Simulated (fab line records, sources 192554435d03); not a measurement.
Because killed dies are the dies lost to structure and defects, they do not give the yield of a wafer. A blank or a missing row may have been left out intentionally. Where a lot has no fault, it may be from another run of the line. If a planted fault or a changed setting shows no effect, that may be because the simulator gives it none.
Problem report, 8D (eight disciplines) form, completed by code / flow n5Finfet / the parts of the form that need people (team, actions taken, sign-off) are left out

1. WHAT WENT WRONG
At N5_FIN_SAQP_COAT_10, spinSpeedRpm averages 1604.4 rpm over 6 wafers from 2 lots, while fault-free wafers read 1499.9 rpm, standard deviation 0.95. So: +99 or more standard deviations from the usual mean.
The step: resist thk 90 nm.
First observed at day 6 22:07: wafer L834.2, on lithoTrack-05. Wafers with a number at this step in the record: 30, from 10 lots. Rule for "out" (also "out of limits"): further than 4 standard deviations from the usual mean. The other wafers with a number count as sound.

2. WHAT IT IS; WHAT IT IS NOT
question=which readings at this step; is=spinSpeedRpm; is not=-
question=which lots; is=L834, L836; is not=L815, L817, L819, L825, L826, L828, L832, L833
question=which wafers of those lots; is=all that have a number; is not=-
question=read on which tools; is=lithoTrack-05; is not=lithoTrack-03, lithoTrack-04
question=when; is=from day 6 22:07; is not=up to then (24 sound wafers)

3. THE SUSPECTS, EACH WITH WHAT RULES IT OUT
Counting: a tool stays on the suspect list if, at a process step up to the reading, it processed all lots that are out and no sound lot following the first of them.
- pecvd-01 at N5_FIN_SAQP_HM_DEP_72 (deposits SiO2 from SiH4/N2O, target thk 12 nm, time 7.2 s): kept. It ran every lot that is out, first L834 (day 6 22:02), and no sound lot after that; its last sound lot up to then is L833 (day 6 17:15).
- lithoTrack-05 at N5_FIN_SAQP_COAT_10 (resist thk 90 nm): kept. It ran every lot that is out, first L834 (day 6 22:07), and no sound lot after that; its last sound lot up to then is L826 (day 4 21:01). Out on those wafers are its own readings of spinSpeedRpm.
Left after counting: pecvd-01 at N5_FIN_SAQP_HM_DEP_72, lithoTrack-05 at N5_FIN_SAQP_COAT_10.

4. THE CAUSE (what the simulator had put in)
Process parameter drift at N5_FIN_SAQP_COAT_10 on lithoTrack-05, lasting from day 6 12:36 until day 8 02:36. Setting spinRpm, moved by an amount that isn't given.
After counting, 2 suspects remain, this tool included.

5. THE CHAIN OF EFFECTS, in route order
Each row: a reading where the mean over the struck wafers with a number is more than 3 standard deviations away from the usual. Scope: only readings with a usual standard deviation given in the record; hours: median across lots of the time from each lot's start at the first step in this table that gives one to its start at this step; sigmas: change in usual standard deviations.
hours=0; step=N5_FIN_SAQP_COAT_10; reading=spinSpeedRpm; usual=1499.9 rpm; on struck wafers=1604.4; change=+104.5; sigmas=+99 or more
Here are the process steps it includes:
- N5_FIN_SAQP_COAT_10: resist thk 90 nm.
At these later measuring or inspecting steps, every struck wafer for which the step has a row has a number for every such reading, and none has moved that far: N5_BEOL_M4_RC_MEAS_101.

6. WHAT WOULD HAVE CAUGHT IT SOONER
The fault began at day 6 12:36; the first out-of-limits reading in this record came at day 6 22:07, 10 hours later.
